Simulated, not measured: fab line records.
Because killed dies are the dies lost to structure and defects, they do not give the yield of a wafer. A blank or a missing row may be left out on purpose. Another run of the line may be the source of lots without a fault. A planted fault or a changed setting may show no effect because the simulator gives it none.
Chamber matching | flow nand harc | NHARC_A_M0_DESCUM_14 on rie diel-08: 4 sister chambers
The step chemistry O2, time 3 s. 4 wafers are shown with their chamber, then 8 later ones without.

## EACH WAFER AND ITS CHAMBER
wafer  | chamber | drypump motor current A (A)
L260.5 | 3       | 5.93
L263.1 | 0       | 5.68
L263.3 | 2       | 5.94
L265.2 | 1       | 5.55

## WAFERS WITH NO CHAMBER GIVEN
wafer  | drypump motor current A (A)
L265.3 | 5.94
L265.6 | 5.66
L266.2 | 5.53
L266.3 | 5.93
L266.4 | 5.95
L269.1 | 5.95
L269.4 | 5.68
L269.5 | 5.55

## EACH ONE'S CHAMBER
wafer  | from the rows above     | in truth
L265.3 | can't be placed: 2 or 3 | 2
L265.6 | 0                       | 0
L266.2 | 1                       | 1
L266.3 | can't be placed: 3 or 2 | 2
L266.4 | can't be placed: 2 or 3 | 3
L269.1 | can't be placed: 2 or 3 | 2
L269.4 | 0                       | 0
L269.5 | 1                       | 1
Correct placement for 4 of the 8. Not placeable from these rows: 4 (in 4, the candidates include the true chamber). Wrongly placed: 0.
How it was worked out, from the rows above alone: a wafer's distance from a chamber is the root of the sum, over the readings, of the square of ((its reading less the chamber's mean) divided by the reading's scatter). The wafer belongs to the nearest chamber; if the next one is less than 2 further off, it can't be placed. Each chamber's mean is taken over the wafers shown for it. The scatter: with one shown wafer a chamber, the root of the mean of the squares of how far each hidden wafer lies from its nearest shown one.
